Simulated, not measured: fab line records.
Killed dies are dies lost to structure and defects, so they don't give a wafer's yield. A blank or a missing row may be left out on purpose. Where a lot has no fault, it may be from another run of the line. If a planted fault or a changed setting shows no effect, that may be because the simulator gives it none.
Comparing a struck lot with a sound one    flow nand_harc    14 steps out of a route of 1302
Sound: wafers L588.3, L588.4, L588.6. The struck wafers were L594.2, L594.3, L594.4. The cause comes at the end.
For every step that has rows: the tool of each side, followed by ch and its chambers, followed by its first start. Under that, the readings that differ: sound wafers    struck wafers    difference of the means    sigmas: that difference in standard deviations of wafers without a fault.
alike: readings whose means differ by less than 2 such deviations, and words and numbers that are the same on both sides. not compared: withheld readings, readings that some wafer has no value for, bounds like >300 that may hide the same value, and numbers for which the record gives no deviation and whose values overlap.
A row with sigmas, a row that says differs or no value, or rows on one side alone: a step with any of these is where the two part. Numbers that have no deviation but don't overlap get no sigmas and don't part them. Lack of a reading on every wafer of one side parts them only where that side has two or more wafers.

NHARC_A_M0_CD_MEAS_09: target cd 80 nm.
  sound on cd_sem-01 ch 0, day 25 12:11; struck on cd_sem-03 ch 0, day 28 20:10
reading     sound           struck          difference  sigmas
cd_nm (nm)  80.7 79.8 79.4  82.0 81.3 80.8  +1.4        +2
NHARC_A_M0_OVL_MEAS_10: pitch 160 nm.
  struck on overlay-01, day 28 20:15; sound on overlay-02, day 25 12:16
reading            sound        struck          difference  sigmas
overlay_y_nm (nm)  0.9 0.8 0.8  -1.4 -1.5 -1.2  -2.2        -2
  alike: overlay_x_nm
NHARC_A_M0_INSPECT_11:
  struck on defect_inspect-01, day 28 20:17; sound on defect_inspect-02, day 25 12:19
  alike: raw_defect_count
NHARC_A_M0_DESCUM_14: chemistry O2, time 3 s.
  sound on rie_diel-10 ch 0,2,3, day 25 12:23; struck on rie_diel-10 ch 1,2,3, day 28 20:22
  alike: drypump_motor_current_A, oes_product_au, rf_vpp_V, showerhead_plenum_p_Torr, throttle_valve_pct
  not compared: rf_hours_counter_h
NHARC_A_M0_ETCH_34: etches the open film in N2/H2, target depth 40 nm, overetch 12 nm, time 43.94 s.
  sound on rie_diel-10 ch 2,3, day 25 12:29; struck on rie_diel-10 ch 1,2,3, day 28 20:26
  alike: drypump_motor_current_A, oes_product_au, rf_vpp_V, showerhead_plenum_p_Torr, throttle_valve_pct
  not compared: rf_hours_counter_h
NHARC_A_M0_ETCH_15: etches the open film in C4F8/Ar, target depth 150 nm, overetch 15 nm, time 82.5 s.
  sound: rie_diel-10 ch 0,3; struck: rie_diel-10 ch 0,1,3
  alike: oes_product_au, rf_vpp_V
  not compared: rf_hours_counter_h
NHARC_A_M0_CD_MEAS_16:
  struck on cd_sem-02, day 28 20:39; sound on cd_sem-03, day 25 12:43
  alike: cd_nm
NHARC_A_M0_STRIP_18: strips in N2/H2.
  sound on rie_diel-10 ch 0,2, day 25 12:47; struck on rie_diel-10 ch 0,1,2, day 28 20:43
  alike: drypump_motor_current_A, oes_product_au, rf_vpp_V, showerhead_plenum_p_Torr, throttle_valve_pct
  not compared: rf_hours_counter_h
then, 3 steps without rows for these wafers: NHARC_A_M0_STRIP_19 (strips in post etch residue remover, time 600 s); NHARC_A_M0_DEGAS_28 (time 60 s); NHARC_A_M0_PRE_CLEAN_29 (time 30 s).
NHARC_A_M0_PVD_20: deposits TaN, target thk 5 nm, time 8.06 s.
  sound on pvd_sputter-03; struck on pvd_sputter-01
  alike: bias_v, cathode_dc_power_W, throttle_valve_pct
NHARC_A_M0_PVD_21: deposits Cu, target thk 30 nm, time 20.49 s.
  struck on pvd_sputter-01, day 28 21:34; sound on pvd_sputter-03, day 25 13:37
  no value came back on the struck wafers for cathode_dc_power_W (W), chamber_pressure_pa (Pa), throttle_valve_pct (%); on the sound wafers cathode_dc_power_W (W) reads 4999.7 5001.3 5001.0
then, 1 step without rows for these wafers: NHARC_A_M0_ECD_22 (material Cu, target thk 400 nm).

## WHERE THEY PART
Last at NHARC_A_M0_PVD_21 as far as this record goes, first at NHARC_A_M0_CD_MEAS_09.

WHY: whatever the simulator had introduced
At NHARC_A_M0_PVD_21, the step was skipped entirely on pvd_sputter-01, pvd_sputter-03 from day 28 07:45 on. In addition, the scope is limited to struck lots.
